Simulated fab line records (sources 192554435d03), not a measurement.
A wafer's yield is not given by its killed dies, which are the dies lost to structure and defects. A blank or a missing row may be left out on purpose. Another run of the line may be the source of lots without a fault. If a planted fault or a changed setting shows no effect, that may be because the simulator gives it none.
Matching of chambers | flow n5-finfet | N5_MOL_CONTACT_COAG_STRIP_98 on rie-diel-04: 4 sister chambers
The step strips in N2/H2. 20 wafers are shown with their chamber, then 10 later ones without.

## EACH WAFER AND ITS CHAMBER
wafer  | chamber | drypump-motor-current-A (A) | showerhead-plenum-p-Torr (Torr) | throttle-valve-pct (%)
L074.1 | 1       | 6.4                         | 3.47                            | 19.2
L074.3 | 0       | 6.0                         | 3.39                            | 19.5
L074.6 | 2       | 5.6                         | 3.22                            | 19.3
L075.2 | 1       | 6.4                         | 3.46                            | 19.1
L075.4 | 1       | 6.4                         | 3.46                            | 19.2
L075.6 | 3       | 5.2                         | 3.19                            | 18.6
L077.1 | 3       | 5.2                         | 3.18                            | 18.6
L077.4 | 2       | 5.6                         | 3.21                            | 19.3
L077.5 | 3       | 5.1                         | 3.18                            | 18.6
L078.1 | 0       | 6.0                         | 3.38                            | 19.5
L078.3 | 1       | 6.4                         | 3.46                            | 19.2
L078.4 | 0       | 6.0                         | 3.38                            | 19.4
L079.1 | 1       | 6.4                         | 3.46                            | 19.2
L079.2 | 3       | 5.2                         | 3.18                            | 18.6
L079.3 | 0       | 6.0                         | 3.38                            | 19.4
L079.4 | 1       | 6.4                         | 3.46                            | 19.2
L079.5 | 0       | 6.0                         | 3.38                            | 19.5
L079.6 | 3       | 5.2                         | 3.18                            | 18.6
L087.1 | 0       | 6.0                         | 3.37                            | 19.5
L087.2 | 2       | 5.6                         | 3.21                            | 19.3

SIGNATURES, as means of the wafers listed above
reading                  | chamber 0 | chamber 1 | chamber 2 | chamber 3 | scatter within a chamber
drypump-motor-current-A  | 6.000     | 6.400     | 5.600     | 5.180     | 0.0224
showerhead-plenum-p-Torr | 3.3800    | 3.4617    | 3.2133    | 3.1820    | 0.00518
throttle-valve-pct       | 19.467    | 19.183    | 19.300    | 18.600    | 0.0368
Rule: for each reading, subtract the chamber's mean from the wafer's reading, divide by that reading's scatter and square the result; add these up over the readings and take the root, which gives the wafer's distance from the chamber. The wafer belongs to the nearest chamber; if the next one is less than 2 further off, it can't be placed. The scatter: take each reading less its chamber's mean, square it, sum over the shown wafers, divide by the number of wafers less the number of chambers, and take the root.

## WAFERS WITH NO CHAMBER GIVEN
wafer  | drypump-motor-current-A (A) | showerhead-plenum-p-Torr (Torr) | throttle-valve-pct (%)
L087.5 | 5.6                         | 3.21                            | 19.3
L090.3 | 6.4                         | 3.45                            | 18.7
L090.4 | 5.6                         | 3.20                            | 19.3
L090.5 | 6.4                         | 3.45                            | 18.8
L096.2 | 6.4                         | 3.44                            | 18.8
L096.4 | 6.0                         | 3.36                            | 19.5
L096.5 | 5.6                         | 3.20                            | 19.3
L097.2 | 6.4                         | 3.44                            | 18.8
L097.3 | 6.0                         | 3.36                            | 19.6
L097.6 | 5.6                         | 3.19                            | 19.3

## WHICH CHAMBER EACH WENT THROUGH
wafer  | from the rows above | in truth
L087.5 | 2                   | 2
L090.3 | 1                   | 1
L090.4 | 2                   | 2
L090.5 | 1                   | 1
L096.2 | 1                   | 1
L096.4 | 0                   | 0
L096.5 | 2                   | 2
L097.2 | 1                   | 1
L097.3 | 0                   | 0
L097.6 | 2                   | 2
Correctly placed: 10 of 10. Number that these rows cannot place: 0. Placed wrongly: 0.
